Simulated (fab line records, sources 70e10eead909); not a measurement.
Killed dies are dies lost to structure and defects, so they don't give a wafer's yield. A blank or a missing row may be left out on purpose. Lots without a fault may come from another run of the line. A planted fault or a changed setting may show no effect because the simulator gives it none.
A struck lot beside a sound one | flow nand_harc | 25 steps out of a route of 1302
Sound: wafers L741.1, L741.3, L741.6. Struck: wafers L733.1, L733.2, L733.6. The cause comes at the end.
At each step with rows: each side's tool, then ch and its chambers, then its first start. Under that, the readings that differ: sound wafers | struck wafers | difference of the means | sigmas: that difference in standard deviations of wafers without a fault.
alike: readings whose means differ by less than 2 such deviations, and words and numbers that are the same on both sides. not compared: withheld readings, readings that some wafer has no value for, bounds like >300 that may hide the same value, and numbers for which the record gives no deviation and whose values overlap.
The two part at a step that has a row with sigmas, a row that says differs or no value, or rows on one side only. Numbers that don't overlap but have no deviation are shown without sigmas and don't part them. A reading that every wafer of one side lacks parts them only if that side has two wafers or more.

first, 4 steps without rows for these wafers: NHARC_P_GATE_PRECLEAN_71 (cleans in SC1); NHARC_P_GATE_SRD_72; NHARC_P_GATE_OXIDE_16 (material SiO2, target thk 3 nm, ox time 392 s); NHARC_P_GATE_CVD_17 (deposits poly-Si, target thk 150 nm, time 900 s).
NHARC_P_GATE_HM_DEP_102: deposits aC, target thk 120 nm.
  sound on acl_dep-03 ch 0, day 11 17:44; struck on acl_dep-03 ch 0, day 8 09:38
  alike: throttle_valve_pct
NHARC_P_GATE_DEP_103: deposits SiON, target thk 30 nm.
  sound on pecvd-02 ch 1,2, day 11 18:24; struck on pecvd-02 ch 1,2, day 8 10:19
  alike: heater_power_w, rf_fwd_power_W
then, 6 steps without rows for these wafers: NHARC_P_GATE_DEHYDRATE_18 (time 120 s); NHARC_P_GATE_HMDS_19 (time 30 s); NHARC_P_GATE_COAT_20 (resist thk 90 nm); NHARC_P_GATE_SOFTBAKE_21 (time 55 s); NHARC_P_GATE_EBR_22; NHARC_P_GATE_EXPOSE_23 (exposes mask P GATE, target cd 120 nm).
NHARC_P_GATE_PEB_24: peb time 65 s.
  sound on litho_track-06 ch 0, day 11 18:53; struck on litho_track-04 ch 0, day 8 10:55
  alike: heater_power_total_W
then, 1 step without rows for these wafers: NHARC_P_GATE_DEVELOP_25 (develop time 35 s).
NHARC_P_GATE_CD_MEAS_26: target cd 120 nm.
  sound on cd_sem-02 ch 0, day 11 18:58; struck on cd_sem-01 ch 0, day 8 10:59
  reading    | sound             | struck            | difference | sigmas
  cd_nm (nm) | 120.5 119.7 118.8 | 108.3 108.1 106.6 | -12.0      | -16
NHARC_P_GATE_OVL_MEAS_27:
  sound on overlay-02, day 11 19:03; struck on overlay-01, day 8 11:05
  alike: overlay_x_nm, overlay_y_nm
NHARC_P_GATE_INSPECT_28:
  sound on defect_inspect-02, day 11 19:05; struck on defect_inspect-01, day 8 11:07
  alike: raw_defect_count
NHARC_P_GATE_DESCUM_31: chemistry O2, time 3 s.
  sound on rie_diel-01 ch 1,2, day 11 19:09; struck on rie_diel-13 ch 2,3, day 8 11:11
  reading                 | sound             | struck            | difference | sigmas
  oes_product_au (a.u.)   | 1.027 1.008 1.030 | 1.009 0.996 0.990 | -0.023     | -2
  model.P_GATE.cd_nm (nm) | 119.6 119 117.4   | 107.3 108.7 107.4 | -10.9      |
  alike: drypump_motor_current_A, rf_vpp_V, showerhead_plenum_p_Torr, throttle_valve_pct
  not compared: rf_hours_counter_h
NHARC_P_GATE_ETCH_104: etches the open film in CF4/CHF3, target depth 60 nm.
  sound on rie_diel-01 ch 1,2,3, day 11 19:14; struck on rie_diel-13 ch 0,2, day 8 11:16
  alike: drypump_motor_current_A, oes_product_au, rf_fwd_power_W, rf_vpp_V, showerhead_plenum_p_Torr, throttle_valve_pct
NHARC_P_GATE_HM_OPEN_105: chemistry O2/COS, target depth 360 nm.
  sound on rie_diel-01 ch 1,2,3; struck on rie_diel-13 ch 1,2,3
  alike: drypump_motor_current_A, oes_product_au, rf_fwd_power_W, rf_vpp_V, showerhead_plenum_p_Torr, throttle_valve_pct
  not compared: rf_hours_counter_h
then, 2 steps without rows for these wafers: NHARC_P_GATE_STRIP_106 (strips in O2/COS); NHARC_P_GATE_ETCH_114 (etches the open film in CF4/O2, target depth 30 nm, overetch 3 nm, time 16.5 s).
NHARC_P_GATE_ETCH_32: etches the open film in HBr/Cl2, target depth 150 nm, time 100.1 s.
  sound on rie_si-03 ch 0,2, day 11 19:37; struck on rie_si-04 ch 1,2,3, day 8 11:40
  alike: drypump_motor_current_A, mfc_cl2_sccm, oes_product_au, rf_fwd_power_W, throttle_valve_pct
  not compared: rf_hours_counter_h, model.P_GATE.cd_nm
NHARC_P_GATE_STRIP_108: strips in O2.
  sound on rie_diel-01 ch 0,2,3, day 11 19:48; struck on rie_diel-05 ch 0,2,3, day 8 11:48
  alike: drypump_motor_current_A, oes_product_au, rf_vpp_V, showerhead_plenum_p_Torr, throttle_valve_pct
  not compared: rf_hours_counter_h
-- the record jumps here: 19 days lie between the struck wafers' starts before and after (it left off in module P_GATE and takes up again in module END, whose first step shown is number 1302 of the route) --
NHARC_END_SORT_01:
  the record has rows for the struck wafers here (prober-02 ch 0, day 27 14:51) and none for the sound ones

WHERE THEY PART
First at NHARC_P_GATE_CD_MEAS_26; last, within this record, at NHARC_END_SORT_01.

WHY: what the simulator had put in
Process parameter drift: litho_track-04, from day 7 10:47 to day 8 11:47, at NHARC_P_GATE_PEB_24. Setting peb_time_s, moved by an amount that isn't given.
